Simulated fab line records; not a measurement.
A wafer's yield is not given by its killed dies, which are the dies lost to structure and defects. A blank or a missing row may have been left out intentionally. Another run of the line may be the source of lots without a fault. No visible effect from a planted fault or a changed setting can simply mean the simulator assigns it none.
Which tool is to blame? | flow n5-finfet | Sampling: 11 lots, 32 wafers, 5 of 1938 route steps

WHAT THE GAUGES SHOWED, per wafer
N5_BEOL_M9_THK_MEAS_01.
lot  | measured     | on            | M9_ILD_THK (nm)
L524 | day 10 14:38 | film-metro-02 | 269 272 277
L525 | day 10 23:04 | film-metro-01 | 265 268 265
L526 | day 11 13:16 | film-metro-02 | 273 269 276
L527 | day 11 17:46 | film-metro-01 | 263 269 270
L528 | day 11 21:50 | film-metro-01 | 271 268 273
L531 | day 12 06:18 | film-metro-02 | 265 268 268
L532 | day 12 20:07 | film-metro-01 | 270 267
L534 | day 13 00:19 | film-metro-02 | 261 266 268
L533 | day 13 07:55 | film-metro-01 | 262 268 265
L535 | day 13 15:01 | film-metro-02 | 267 268 274
L540 | day 14 17:18 | film-metro-01 | 259 263 267

EACH LOT AND THE TOOL THAT RAN IT (in order: tool; ch and the chambers of the sampled wafers; start)
lot  | N5_BEOL_M8_PECVD_70             | N5_BEOL_M8_PRE_CLEAN_45      | N5_BEOL_M8_ANNEAL_51             | N5_BEOL_M8_CMP_52
L524 | pecvd-03 ch 0,1,2, day 10 05:49 | pvd-sputter-03, day 10 10:53 | rtp-anneal-02 ch 0, day 10 11:44 | cmp-02 ch 0,1,2, day 10 12:06
L525 | pecvd-03 ch 1,2, day 10 12:47   | pvd-sputter-02, day 10 20:11 | rtp-anneal-01 ch 0, day 10 21:37 | cmp-01 ch 0,1,3, day 10 21:55
L526 | pecvd-03 ch 0,1,2, day 11 06:13 | pvd-sputter-01, day 11 11:01 | rtp-anneal-01 ch 0, day 11 12:01 | cmp-04 ch 1,2,3, day 11 12:17
L527 | pecvd-04 ch 0,1,2, day 11 09:10 | pvd-sputter-02, day 11 13:35 | rtp-anneal-02 ch 0, day 11 16:24 | cmp-02 ch 0,2,3, day 11 16:46
L528 | pecvd-01 ch 0,1,2, day 11 11:41 | pvd-sputter-03, day 11 18:55 | rtp-anneal-02 ch 0, day 11 20:28 | cmp-04 ch 0,1,2, day 11 20:48
L531 | pecvd-01 ch 0,2, day 11 20:47   | pvd-sputter-02, day 12 03:26 | rtp-anneal-01 ch 0, day 12 04:45 | cmp-01 ch 1,2,3, day 12 05:05
L532 | pecvd-01 ch 0,2, day 12 07:59   | pvd-sputter-02, day 12 17:41 | rtp-anneal-01 ch 0, day 12 18:55 | cmp-04 ch 0,1, day 12 19:10
L534 | pecvd-03 ch 0,1, day 12 15:02   | pvd-sputter-03, day 12 22:04 | rtp-anneal-01 ch 0, day 12 22:59 | cmp-04 ch 1,2,3, day 12 23:16
L533 | pecvd-03 ch 0,1, day 13 00:34   | pvd-sputter-02, day 13 05:28 | rtp-anneal-02 ch 0, day 13 06:31 | cmp-01 ch 1,3, day 13 06:52
L535 | pecvd-03 ch 0,1, day 13 07:39   | pvd-sputter-01, day 13 11:32 | rtp-anneal-01 ch 0, day 13 13:11 | cmp-02 ch 0,1,3, day 13 13:27
L540 | pecvd-03 ch 0,2, day 14 10:37   | pvd-sputter-02, day 14 14:59 | rtp-anneal-02 ch 0, day 14 15:53 | cmp-02 ch 0,1,3, day 14 16:16
- N5_BEOL_M8_PECVD_70: deposits SiO2 from TEOS/O2, target thk 20 nm, time 22.7 s.
- N5_BEOL_M8_PRE_CLEAN_45: time 30 s.
- N5_BEOL_M8_ANNEAL_51: time 90 s.
- N5_BEOL_M8_CMP_52: polishes, stops on SiCOH lowk, t overpolish 6.9 s, target thk 80 nm.

AS READ BY THE TOOLS THEMSELVES (means over the sampled wafers that have a number; for cases with no such wafer, the mark the record gives instead)
N5_BEOL_M8_PECVD_70.
lot  | tool     | heater-power-w (W) | showerhead-plenum-p-Torr (Torr) | throttle-valve-pct (%)
L524 | pecvd-03 | 712                | 8.85                            | 21.6
L525 | pecvd-03 | 702                | 8.84                            | 21.6
L526 | pecvd-03 | 714                | 8.84                            | 21.5
L527 | pecvd-04 | 837                | 8.79                            | 22.8
L528 | pecvd-01 | 855                | 8.73                            | 21.6
L531 | pecvd-01 | 798                | 8.80                            | 21.8
L532 | pecvd-01 | 793                | 8.75                            | 21.5
L534 | pecvd-03 | 788                | 8.86                            | 22.1
L533 | pecvd-03 | 808                | 8.86                            | 21.6
L535 | pecvd-03 | 745                | 8.85                            | 21.5
L540 | pecvd-03 | 651                | 8.82                            | 21.1

N5_BEOL_M8_PRE_CLEAN_45.
lot  | tool           | heater-power-w (W)
L524 | pvd-sputter-03 | 335
L525 | pvd-sputter-02 | 326
L526 | pvd-sputter-01 | 327
L527 | pvd-sputter-02 | 325
L528 | pvd-sputter-03 | 345
L531 | pvd-sputter-02 | 333
L532 | pvd-sputter-02 | 332
L534 | pvd-sputter-03 | 342
L533 | pvd-sputter-02 | 324
L535 | pvd-sputter-01 | 329
L540 | pvd-sputter-02 | 329

N5_BEOL_M8_ANNEAL_51.
lot  | tool          | wafer_temp_C_max
L524 | rtp-anneal-02 | 225.52
L525 | rtp-anneal-01 | 225.85
L526 | rtp-anneal-01 | 226.02
L527 | rtp-anneal-02 | 225.84
L528 | rtp-anneal-02 | 225.70
L531 | rtp-anneal-01 | 225.79
L532 | rtp-anneal-01 | 225.86
L534 | rtp-anneal-01 | 225.89
L533 | rtp-anneal-02 | 225.81
L535 | rtp-anneal-01 | 225.69
L540 | rtp-anneal-02 | 225.96

N5_BEOL_M8_CMP_52.
lot  | tool   | barrier-field-endpoint-s (s) | motor-current-A (A) | slurry-filter-dp-kPa (kPa)
L524 | cmp-02 | 28.8                         | 6.6                 | 13.47
L525 | cmp-01 | 29.4                         | 5.9                 | 13.57
L526 | cmp-04 | 28.8                         | 6.8                 | 13.58
L527 | cmp-02 | 29.9                         | 6.7                 | 13.58
L528 | cmp-04 | 28.2                         | 6.4                 | 13.54
L531 | cmp-01 | 29.0                         | 6.1                 | 13.59
L532 | cmp-04 | 29.5                         | 5.8                 | 13.56
L534 | cmp-04 | 28.6                         | 6.6                 | 13.46
L533 | cmp-01 | 28.8                         | 6.2                 | 13.50
L535 | cmp-02 | 25.8                         | 6.3                 | 13.47
L540 | cmp-02 | 24.8                         | 6.4                 | 13.41

THE ANSWER, worked out from the rows above alone
Rule: what is usual is taken from the lots themselves. Put in order of their means at a reading, lots are off if they are a third of the lots or fewer, leave a main group of 4 or more, and stand apart from it by a gap of 3 or more times the standard deviation of the main group's means; of several such gaps the widest counts. A main group whose means are all the same, to the digits that the tables above print for the reading, isn't used. A lot without any number at a reading at which 4 lots or more have one is off too. The other lots that the step has rows for count as sound. Order of review: gauges by route order, followed by the tools' own readings, for which a lot's mean as printed above is used. The first step at which some lot is off is used, and at that step the reading that is off furthest; a lot without a number counts as furthest.
Off, at N5_BEOL_M8_CMP_52 on barrier-field-endpoint-s: L535, L540. The main group: mean 29.0 s, standard deviation 0.49.
A tool fits if, at that step or a process step before it, it ran every lot that is off, and no sound lot after the first of them. Undecided on this evidence; 2 tools fit (pecvd-03 at N5_BEOL_M8_PECVD_70, cmp-02 at N5_BEOL_M8_CMP_52).

WHAT THE SIMULATOR PUT IN
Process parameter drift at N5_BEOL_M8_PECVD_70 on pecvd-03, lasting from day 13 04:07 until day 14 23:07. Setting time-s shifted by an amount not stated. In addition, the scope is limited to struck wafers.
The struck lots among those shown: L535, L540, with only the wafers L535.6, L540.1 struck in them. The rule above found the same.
